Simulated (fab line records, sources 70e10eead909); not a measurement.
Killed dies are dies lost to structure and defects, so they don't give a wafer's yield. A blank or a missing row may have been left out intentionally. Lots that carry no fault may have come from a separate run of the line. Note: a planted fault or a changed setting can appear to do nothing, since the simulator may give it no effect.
Which tool did it?    flow nand harc    6 lots with 18 wafers sampled at 5 steps, on a route of 1159 steps

## WHAT EACH GAUGE READ, for each wafer
NHARC_END_SORT_01.
lot   measured      on         defect limited yield (%)
L879  day 21 18:38  prober-02  95.1
L889  day 24 00:30  prober-02  95.6 89.5 88.5

## WHICH TOOL RAN EACH LOT (tool, then ch and the chambers of the sampled wafers, then the start)
lot   NHARC_A_M1_STRIP_18                 NHARC_A_M1_PVD_20             NHARC_A_BONDPAD_DEGAS_25      NHARC_THIN_TSV_DEGAS_53
L870  rie diel-08 ch 1,2,3, day 17 21:35  pvd sputter-02, day 17 22:24  pvd sputter-01, day 18 03:19  pvd sputter-01, day 19 00:37
L871  rie diel-12 ch 0,3, day 18 09:11    pvd sputter-03, day 18 09:59  pvd sputter-02, day 18 14:46  pvd sputter-01, day 19 12:26
L878  rie diel-01 ch 1,2,3, day 19 12:49  pvd sputter-03, day 19 13:34  pvd sputter-03, day 19 18:06  pvd sputter-01, day 20 10:51
L879  rie diel-01 ch 0,1,3, day 20 06:46  pvd sputter-02, day 20 07:31  pvd sputter-01, day 20 12:05  pvd sputter-02, day 21 07:16
L880  rie diel-01 ch 0,1,2, day 20 23:23  pvd sputter-02, day 21 00:08  pvd sputter-02, day 21 04:42  pvd sputter-03, day 21 23:41
L889  rie diel-01 ch 0,2,3, day 22 12:38  pvd sputter-03, day 22 13:25  pvd sputter-02, day 22 17:59  pvd sputter-03, day 23 16:11
- NHARC_A_M1_STRIP_18: strips in N2/H2.
- NHARC_A_M1_PVD_20: deposits TaN, target thk 5 nm, time 8.06 s.
- NHARC_A_BONDPAD_DEGAS_25: time 60 s.
- NHARC_THIN_TSV_DEGAS_53: time 60 s.

## THE ANSWER, worked out from the rows above alone
Rule: usual is defined by the lots themselves. The widest of any qualifying gaps counts: lots, ordered by their means at a reading, are off when they make up no more than a third of the lots, leave a main group of 4 or more, and stand apart from it by 3 or more times the standard deviation of that group's means. The tables above print the reading to a certain number of digits; a main group whose means all agree to those digits is not used. Also off: a lot with no number at a reading for which 4 or more lots have one. The other lots that the step has rows for count as sound.
No lot is off at any reading shown: from this, nothing can be told.

## WHAT WAS PUT IN BY THE SIMULATOR
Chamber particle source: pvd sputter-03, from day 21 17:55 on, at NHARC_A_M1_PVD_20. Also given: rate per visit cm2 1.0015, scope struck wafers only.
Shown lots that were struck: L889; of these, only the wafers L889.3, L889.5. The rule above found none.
